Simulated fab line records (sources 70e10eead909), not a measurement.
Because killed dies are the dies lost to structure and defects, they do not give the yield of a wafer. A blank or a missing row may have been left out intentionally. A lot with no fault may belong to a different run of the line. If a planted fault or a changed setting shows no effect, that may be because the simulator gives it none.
Which tool did it? + flow nand-harc + 7 lots with 21 wafers sampled at 3 steps, on a route of 1302 steps

WHAT THE GAUGES READ, wafer by wafer
NHARC_THIN_TSV_CD_MEAS_16.
| lot  | measured     | on        | cd-nm (nm)           |
|------|--------------|-----------|----------------------|
| L648 | day 24 06:19 | cd-sem-03 | 998.8 995.4 995.5    |
| L650 | day 24 21:26 | cd-sem-01 | 998.9 996.6 996.5    |
| L651 | day 25 19:50 | cd-sem-03 | 998.0 999.0 995.8    |
| L658 | day 29 01:32 | cd-sem-02 | 998.2 1000.5 997.4   |
| L661 | day 29 14:25 | cd-sem-02 | 998.3 996.3 1002.4   |
| L663 | day 31 03:23 | cd-sem-03 | 1000.1 1002.2 1001.6 |
| L669 | day 33 15:18 | cd-sem-03 | 998.7 994.6 998.0    |

TOOL THAT RAN EACH LOT (tool first, then ch and the chambers of the sampled wafers, then the start)
| lot  | NHARC_A_M0_PVD_20            | NHARC_THIN_TSV_DEP_43           |
|------|------------------------------|---------------------------------|
| L648 | pvd-sputter-02, day 23 06:04 | pecvd-04 ch 0,1, day 24 04:42   |
| L650 | pvd-sputter-01, day 23 22:20 | pecvd-02 ch 0,1, day 24 19:46   |
| L651 | pvd-sputter-01, day 24 20:29 | pecvd-04 ch 0,1,2, day 25 18:02 |
| L658 | pvd-sputter-03, day 27 22:56 | pecvd-04 ch 1,2, day 28 23:45   |
| L661 | pvd-sputter-02, day 28 11:31 | pecvd-03 ch 0,2, day 29 12:40   |
| L663 | pvd-sputter-02, day 30 01:58 | pecvd-03 ch 0,1, day 31 01:49   |
| L669 | pvd-sputter-03, day 32 15:56 | pecvd-03 ch 0,1,2, day 33 13:34 |
- NHARC_A_M0_PVD_20: deposits TaN, target thk 5 nm, time 8.06 s.
- NHARC_THIN_TSV_DEP_43: deposits SiO2, target thk 1328.5 nm.

THE ANSWER, worked out from the rows above alone
Rule: usual is defined by the lots themselves. Put in order of their means at a reading, lots are off if they are a third of the lots or fewer, leave a main group of 4 or more, and stand apart from it by a gap of 3 or more times the standard deviation of the main group's means; of several such gaps the widest counts. A main group is skipped when, at the precision printed for the reading in the tables above, its means are all equal. A lot without any number at a reading at which 4 lots or more have one is off too. Any other lot the step has rows for is counted as sound.
Nothing can be told from this: no lot is off at any reading shown.

WHAT THE SIMULATOR HAD INSERTED
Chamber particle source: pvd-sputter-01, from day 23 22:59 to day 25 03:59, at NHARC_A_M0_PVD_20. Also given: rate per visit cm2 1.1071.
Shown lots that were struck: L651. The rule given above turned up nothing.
